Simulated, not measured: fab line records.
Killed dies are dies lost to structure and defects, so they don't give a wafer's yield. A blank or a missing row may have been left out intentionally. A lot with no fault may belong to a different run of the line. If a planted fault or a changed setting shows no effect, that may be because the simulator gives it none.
3 desks, one fault -- flow n5_finfet -- each desk holds nothing but its own numbers, with what lay behind them at the end

THE DEFECT DESK
Per lot, the means of the sampled wafers with a number show what the inspections along the route counted. If a lot's mean is further than 4 standard deviations from the usual mean, the lot is out of limits and carries the mark OUT (the distance appears in the brackets).
Columns: A = raw_defect_count at N5_BEOL_M3_INSPECT_30, usual 425
lot,first seen here,A
L769,day 12 00:34,410
L773,day 12 22:05,518
L779,day 14 02:36,315
L781,day 14 18:23,436
L785,day 15 06:50,497
L786,day 15 13:40,479
This desk's verdict: no lot among the 6 shows anything out of limits.

DESK OF THE TOOL OWNER: rie_diel-04
The tool's own readings at N5_BEOL_M3_ETCH_70 (etches SOC in N2/H2, target depth 80 nm, overetch 16 nm, time 120 s): means of the sampled wafers that have a number, for each lot that ran on this tool. If a lot's mean is further than 4 standard deviations from the usual mean, the lot is out of limits and carries the mark OUT (the distance appears in the brackets).
Columns: A = drypump_motor_current_A at N5_BEOL_M3_ETCH_70, usual 5.6 A; B = oes_product_au at N5_BEOL_M3_ETCH_70, usual 0.61 a.u.; C = rf_fwd_power_W at N5_BEOL_M3_ETCH_70, usual 835.5 W; D = rf_vpp_V at N5_BEOL_M3_ETCH_70, usual 524.1 V; E = showerhead_plenum_p_Torr at N5_BEOL_M3_ETCH_70, usual 2.55 Torr; F = throttle_valve_pct at N5_BEOL_M3_ETCH_70, usual 17.71 %
lot,first seen here,A,B,C,D,E,F
L769,day 12 10:19,5.4,0.57,834.9,525.7,2.62,17.90
L779,day 14 20:52,5.4,0.54,633.9 (-70) OUT,573.8 (+25) OUT,2.55,17.94
L781,day 15 02:01,5.5,0.57,638.1 (-68) OUT,574.4 (+25) OUT,2.57,17.93
This desk finds L779, L781 out of limits, L779 being first, at day 14 20:52 (rf_fwd_power_W at N5_BEOL_M3_ETCH_70). Within limits: L769.

FROM THE METROLOGY DESK
What the gauges read, lot by lot, whatever tool the lot ran on: means of the sampled wafers that have a number. If a lot's mean is further than 4 standard deviations from the usual mean, the lot is out of limits and carries the mark OUT (the distance appears in the brackets). Readings shown: 7 of its 12, picked as those furthest out on some lot.
Columns: A = V2_OVL at N5_BEOL_M3_OVL_MEAS_29, usual -0.1 nm; B = DIBL_N at N5_BEOL_M4_RC_MEAS_101, usual 35.8 mV/V; C = DIBL_P at N5_BEOL_M4_RC_MEAS_101, usual 35.6 mV/V; D = IOFF_P at N5_BEOL_M4_RC_MEAS_101, usual 0.20 nA/um; E = SS_N at N5_BEOL_M4_RC_MEAS_101, usual 71.4 mV/dec; F = SS_P at N5_BEOL_M4_RC_MEAS_101, usual 73.1 mV/dec; G = VT_P at N5_BEOL_M4_RC_MEAS_101, usual -251 mV
lot,first seen here,A,B,C,D,E,F,G
L769,day 12 00:28,-0.5,35.7,34.4,0.21,71.5,72.3,-248
L773,day 12 22:00,-0.3,35.6,35.7,0.19,71.6,73.1,-251
L779,day 14 02:31,0.1,37.3,37.6,0.25,71.6,74.1,-247
L781,day 14 18:18,-1.1,35.8,35.8,0.20,71.5,73.4,-250
L785,day 15 06:44,-0.1,38.0,37.8,0.23,72.2,73.5,-248
L786,day 15 13:34,-0.8,34.4,33.0,0.17,71.1,72.6,-252
This desk's verdict: no lot among the 6 shows anything out of limits.

PUT TOGETHER
The tool owner's desk had the chance to raise an alarm at day 14 20:52 on L779, L781.
Nothing out of limits was seen by the defect desk.
Metrology desk: nothing out of limits seen.
The defect desk has L779, L781 on record, within its limits.
The metrology desk has L779, L781 on record, within its limits.
On rie_diel-04, each named lot ran N5_BEOL_M3_ETCH_70.

WHAT THE SIMULATOR PUT IN
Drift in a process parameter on rie_diel-04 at N5_BEOL_M3_ETCH_70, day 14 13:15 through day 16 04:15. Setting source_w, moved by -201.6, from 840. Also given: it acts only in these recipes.
Shown lots that were struck: L779, L781.
Hours from the fault's start to each desk's first reading out of limits: the tool owner's desk, 8.
